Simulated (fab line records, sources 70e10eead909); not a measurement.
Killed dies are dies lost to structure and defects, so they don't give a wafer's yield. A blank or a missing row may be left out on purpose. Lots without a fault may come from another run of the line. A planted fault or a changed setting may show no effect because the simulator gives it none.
Which tool did it? | flow nand_harc | 14 lots, 42 wafers sampled, at 4 steps of a route of 1302

WHAT THE GAUGES READ, wafer by wafer
NHARC_P_ZERO_WELL_CD_MEAS_11: target cd 500 nm. Usual: cd_nm 500.1 nm, standard deviation 1.4.
lot  | measured     | on        | cd_nm (nm)        | flag
L176 | day 1 21:08  | cd_sem-01 | 502.4 500.0 501.1 |
L177 | day 2 07:07  | cd_sem-01 | 501.5 498.9 498.2 |
L178 | day 2 17:14  | cd_sem-01 | 498.8 499.8 500.1 |
L180 | day 3 13:07  | cd_sem-01 | 500.7 502.3 498.4 |
L182 | day 4 09:14  | cd_sem-02 | 501.1 502.9 499.2 |
L183 | day 4 19:07  | cd_sem-01 | 498.6 500.9 500.3 |
L184 | day 5 05:14  | cd_sem-02 | 499.5 500.3 497.6 |
L185 | day 5 15:07  | cd_sem-03 | 500.3 500.2 500.3 |
L186 | day 6 01:15  | cd_sem-01 | 498.5 498.0 502.2 |
L193 | day 8 23:19  | cd_sem-01 | 500.5 498.0 499.0 |
L194 | day 9 09:15  | cd_sem-02 | 496.9 500.7 496.0 |
L197 | day 10 15:15 | cd_sem-02 | 497.1 500.2 498.4 |
L198 | day 11 01:17 | cd_sem-01 | 500.2 500.2 498.7 |
L199 | day 11 11:11 | cd_sem-03 | 499.8 499.4 501.1 |

NHARC_P_STI_CD_MEAS_09: target cd 200 nm. Usual: cd_nm 199.7 nm, standard deviation 2.
lot  | measured     | on        | cd_nm (nm)        | flag
L176 | day 2 20:27  | cd_sem-03 | 196.0 199.3 198.8 |
L177 | day 3 07:26  | cd_sem-03 | 196.9 199.6 199.1 |
L178 | day 3 17:56  | cd_sem-03 | 201.5 203.5 204.0 |
L180 | day 4 11:59  | cd_sem-03 | 199.5 202.2 201.5 |
L182 | day 5 07:33  | cd_sem-02 | 200.3 197.8 197.2 |
L183 | day 5 15:48  | cd_sem-02 | 197.0 198.7 196.3 |
L184 | day 6 05:28  | cd_sem-01 | 198.4 200.4 200.5 |
L185 | day 6 13:10  | cd_sem-03 | 199.3 200.1 199.8 |
L186 | day 7 00:51  | cd_sem-03 | 202.0 200.7 203.1 |
L193 | day 9 20:23  | cd_sem-01 | 70.8 70.7 72.3    | OFF
L194 | day 10 09:10 | cd_sem-02 | 71.2 74.1 70.7    | OFF
L197 | day 11 16:12 | cd_sem-03 | 196.7 199.5 198.1 |
L198 | day 11 23:55 | cd_sem-02 | 200.7 196.9 197.2 |
L199 | day 12 12:47 | cd_sem-01 | 199.1 200.4 198.3 |

WHICH TOOL RAN EACH LOT (tool, then ch and the chambers of the sampled wafers, then the start)
lot  | NHARC_P_ZERO_WELL_DESCUM_39        | NHARC_P_STI_PEB_07
L176 | rie_diel-09 ch 0,1,2, day 2 00:17  | litho_track-02 ch 0, day 2 20:22
L177 | rie_diel-02 ch 1,2,3, day 2 10:21  | litho_track-07 ch 0, day 3 07:21
L178 | rie_diel-09 ch 0,2,3, day 2 20:33  | litho_track-07 ch 0, day 3 17:50
L180 | rie_diel-05 ch 1,2, day 3 16:26    | litho_track-05 ch 0, day 4 11:53
L182 | rie_diel-02 ch 0,3, day 4 12:16    | litho_track-05 ch 0, day 5 07:28
L183 | rie_diel-02 ch 0,2,3, day 4 22:08  | litho_track-02 ch 0, day 5 15:43
L184 | rie_diel-02 ch 1,2,3, day 5 08:18  | litho_track-02 ch 0, day 6 05:23
L185 | rie_diel-02 ch 0,1, day 5 18:17    | litho_track-02 ch 0, day 6 13:05
L186 | rie_diel-09 ch 0,3, day 6 04:17    | litho_track-07 ch 0, day 7 00:46
L193 | rie_diel-02 ch 0,3, day 9 02:34    | litho_track-07 ch 0, day 9 20:17
L194 | rie_diel-09 ch 0,1,3, day 9 12:11  | litho_track-07 ch 0, day 10 09:05
L197 | rie_diel-02 ch 0,1,2, day 10 18:44 | litho_track-02 ch 0, day 11 16:07
L198 | rie_diel-09 ch 0,1, day 11 04:25   | litho_track-05 ch 0, day 11 23:50
L199 | rie_diel-02 ch 1,2, day 11 14:26   | litho_track-05 ch 0, day 12 12:41
- NHARC_P_ZERO_WELL_DESCUM_39: chemistry O2, time 3 s.
- NHARC_P_STI_PEB_07: peb time 80 s.

WHAT THE TOOLS THEMSELVES READ (means of the sampled wafers that have a number; where no wafer has one, the mark that the record gives instead)
NHARC_P_ZERO_WELL_DESCUM_39. Usual: drypump_motor_current_A 5.8 A, standard deviation 0.44; oes_product_au 1.001 a.u., standard deviation 0.009; rf_vpp_V 57.7 V, standard deviation 0.86; showerhead_plenum_p_Torr 1.89 Torr, standard deviation 0.086; throttle_valve_pct 11.311 %, standard deviation 0.0098.
lot  | tool        | drypump_motor_current_A (A) | oes_product_au (a.u.) | rf_vpp_V (V) | showerhead_plenum_p_Torr (Torr) | throttle_valve_pct (%) | flag
L176 | rie_diel-09 | 5.9                         | 1.003                 | 57.3         | 1.91                            | 11.315                 |
L177 | rie_diel-02 | 5.7                         | 0.994                 | 57.3         | 1.84                            | 11.301                 |
L178 | rie_diel-09 | 5.8                         | 1.001                 | 57.7         | 1.94                            | 11.314                 |
L180 | rie_diel-05 | 6.1                         | 0.988                 | 57.7         | 1.92                            | 11.311                 |
L182 | rie_diel-02 | 6.1                         | 0.998                 | 57.7         | 1.82                            | 11.305                 |
L183 | rie_diel-02 | 5.7                         | 0.999                 | 57.0         | 1.81                            | 11.316                 |
L184 | rie_diel-02 | 5.6                         | 0.994                 | 57.0         | 1.83                            | 11.314                 |
L185 | rie_diel-02 | 6.0                         | 1.001                 | 57.8         | 1.87                            | 11.309                 |
L186 | rie_diel-09 | 5.9                         | 1.008                 | 57.7         | 1.92                            | 11.301                 |
L193 | rie_diel-02 | 6.1                         | 1.012                 | 57.8         | 1.80                            | 11.319                 |
L194 | rie_diel-09 | 5.5                         | 1.011                 | 57.6         | 1.92                            | 11.318                 |
L197 | rie_diel-02 | 5.7                         | 1.000                 | 57.5         | 1.83                            | 11.320                 |
L198 | rie_diel-09 | 6.0                         | 1.008                 | 58.1         | 1.87                            | 11.306                 |
L199 | rie_diel-02 | 5.4                         | 1.000                 | 57.4         | 1.82                            | 11.314                 |

NHARC_P_STI_PEB_07. Usual: heater_power_total_W 189.9 W, standard deviation 0.72; plate_temp_C 127.97 C, standard deviation 0.14.
lot  | tool           | heater_power_total_W (W) | plate_temp_C (C) | flag
L176 | litho_track-02 | 189.8                    | 127.94           |
L177 | litho_track-07 | 190.2                    | 127.96           |
L178 | litho_track-07 | 189.4                    | 128.10           |
L180 | litho_track-05 | 190.3                    | 127.91           |
L182 | litho_track-05 | 189.4                    | 128.00           |
L183 | litho_track-02 | 189.3                    | 128.06           |
L184 | litho_track-02 | 190.3                    | 127.99           |
L185 | litho_track-02 | 189.8                    | 127.92           |
L186 | litho_track-07 | 189.5                    | 127.89           |
L193 | litho_track-07 | 170.3                    | 117.79           | OFF
L194 | litho_track-07 | 169.9                    | 117.68           | OFF
L197 | litho_track-02 | 190.2                    | 128.13           |
L198 | litho_track-05 | 189.2                    | 127.76           |
L199 | litho_track-05 | 189.8                    | 127.78           |

THE ANSWER, worked out from the rows above alone
Rule: a lot is off if the mean of its wafers that have a number lies more than 3 standard deviations from the usual mean. A lot without any number at a reading at which 4 lots or more have one is off too. The other lots that the step has rows for count as sound. The gauges are gone through in route order, then the tools' own readings, and for those a lot's mean is taken as printed above. The first step at which some lot is off is used, and at that step the reading that is off furthest; a lot without a number counts as furthest.
Off: L193, L194, at NHARC_P_STI_CD_MEAS_09 (cd_nm).
A tool fits if, at a process step before that reading, it ran every lot that is off, and no sound lot after the first of them. The gauges at NHARC_P_STI_CD_MEAS_09 aren't tried: what is off there is off at NHARC_P_STI_PEB_07 too, on other tools, and a gauge's error can't cause that. One fits: litho_track-07 at NHARC_P_STI_PEB_07. Its last sound lot is L186 (day 7 00:46), its first lot that is off L193 (day 9 20:17): a fault that began between those two fits.
The tool's own readings at NHARC_P_STI_PEB_07 bear it out: on the lots that are off they differ by more than 5 times the standard deviation of the sound lots' means. heater_power_total_W reads 170.1 W there against 189.8 W on the sound lots; plate_temp_C reads 117.74 C there against 127.95 C on the sound lots.

WHAT THE SIMULATOR HAD PUT IN
Process parameter drift: litho_track-07, from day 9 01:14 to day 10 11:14, at NHARC_P_STI_PEB_07. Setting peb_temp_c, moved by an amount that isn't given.
Lots struck among those shown: L193, L194. The rule above found the same.
